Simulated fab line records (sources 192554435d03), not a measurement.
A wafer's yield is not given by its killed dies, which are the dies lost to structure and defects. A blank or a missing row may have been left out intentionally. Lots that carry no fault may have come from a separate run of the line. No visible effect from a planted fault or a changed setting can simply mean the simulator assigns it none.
Lot-split experiment ; flow n5Finfet ; 7 lots, 21 wafers read, on a route of 1938 steps

THE SPLIT
At N5_MOL_CONTACT_COAG_PECVD_31 (deposits SiO2 from TEOS/O2, target thk 46 nm, time 8.9 s), the setting tempC was moved away from the recipe's 400 C on 8 of the 21 wafers read, by -4.4% to +4.2%. The other wafers ran this setting at the recipe's value.

FROM THE SPLIT TO THE READING: what the file shows between them, 5 steps
- N5_MOL_CONTACT_COAG_COAT_76: time 60 s, resist thk 10 nm (also split here: spinRpm)
- N5_MOL_CONTACT_COAG_COAT_77: time 60 s, resist thk 10 nm
- N5_MOL_CONTACT_COAG_COAT_78: resist thk 40 nm
- N5_MOL_CONTACT_COAG_ETCHBACK_135: etches SiO2 in CHF3, target depth 25 nm, time 16.7 s
- N5_MOL_CONTACT_COAG_STRIP_118: strips in CHF3

THE READING
etch.depthNm (the simulator's own value, which no gauge read), in nm, at N5_MOL_CONTACT_COAG_VIA_ETCH_46 (etches SiO2 in C4F6/O2, target depth 46 nm, overetch 9.2 nm, time 40 s). There is no usual value for it anywhere in the file. Across the 13 wafers here that went through the recipe, the average is 45.90 nm and the standard deviation 0.45 nm.

wafer;tool, chamber at the split;tempC as run, C;against the recipe;etch.depthNm, nm;against lot-mates on the recipe
L077.2;pecvd-04, 0;400;recipe;46.31;-
L077.4;pecvd-04, 1;413.8;+3.4%;41.85;-4.46
L077.6;pecvd-04, 2;413.8;+3.4%;42.6;-3.71
L081.2;pecvd-04, 0;400;recipe;45.68;-
L081.5;pecvd-04, 1,2;400;recipe;45.95;-
L081.6;pecvd-04, 1,2;400;recipe;45.93;-
L082.4;pecvd-03, 2;400;recipe;46.58;-
L082.5;pecvd-03, 2;409.1;+2.3%;43.58;-3.00
L082.6;pecvd-03, 1;409.1;+2.3%;43.27;-3.31
L086.1;pecvd-04, 0;416.6;+4.2%;41.88;-4.15
L086.3;pecvd-04, 1;400;recipe;45.64;-
L086.6;pecvd-04, 2;400;recipe;46.42;-
L087.1;pecvd-04, 1;400;recipe;44.88;-
L087.4;pecvd-04, 2;400;recipe;45.76;-
L087.6;pecvd-04, 1;407.5;+1.9%;43.35;-1.97
L090.2;pecvd-03, 2;382.2;-4.4%;50.63;+4.54
L090.3;pecvd-03, 1;400;recipe;45.71;-
L090.6;pecvd-03, 2;400;recipe;46.47;-
L095.1;pecvd-04, 0;400;recipe;45.91;-
L095.3;pecvd-04, 2;400;recipe;45.46;-
L095.4;pecvd-04, 1;394.4;-1.4%;48;+2.31
If several chambers appear in one row, that row covers several wafers at once and the file leaves open which wafer was in which chamber.

THE FIT
A straight line over all 21 wafers: etch.depthNm changes by -1.07 nm for each +1% of tempC; r = -0.98; the points scatter about the line by 0.45 nm.
The same after taking each lot's own level away (the mean of its wafers on the recipe; 21 wafers): -1.13 nm for each +1%; r = -0.98; scatter 0.42 nm.
That fit puts the effect of the largest move of tempC on the reading at 5 nm.
Measured against the standard deviation above, the lots' own levels, which go from 45.320 to 46.580 nm, span 2.8 times it.
So the lot-to-lot level changes the slope little: the two slopes agree.
Check: for one of the wafers moved furthest among these (-4.4%), held out of the fit, the line's prediction against its lot-mates is +5.3 nm. It came out at +4.54 nm against them.

THE OTHER SPLITS THESE WAFERS WENT THROUGH
Before the reading, these wafers also passed through other splits. Each is held against what the fit with the lots' levels taken away leaves over:
other split on the same wafers;wafers away from the commonest value;r with etch.depthNm (lot level and that fit taken away)
N5_HKMG_FIN_PEB_47 pebTimeS;2;-0.09
N5_GATE_CUT_COAT_34 spinRpm;7;-0.18
N5_MOL_CONTACT_COAG_COAT_76 spinRpm;5;-0.06

THE WHOLE CHAIN: every reading that the file lists as answering this split, in the file's order
step;what it does;reading;change (the file's fit);r (the file's)
N5_MOL_CONTACT_COAG_PECVD_31;deposits SiO2 from TEOS/O2, target thk 46 nm, time 8.9 s;SiO2_of_MOL_CONTACT_COAG_PECVD_31.thkNm (the simulator's own value, which no gauge read);-1.11 nm for each +1% of the setting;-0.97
N5_MOL_CONTACT_COAG_VIA_ETCH_46;etches SiO2 in C4F6/O2, target depth 46 nm, overetch 9.2 nm, time 40 s;etch.depthNm (the simulator's own value, which no gauge read);-1.1 nm for each +1% of the setting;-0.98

FILE'S OWN FIT
etch.depthNm changes by -1.1 nm for each +1% of tempC, r = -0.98.
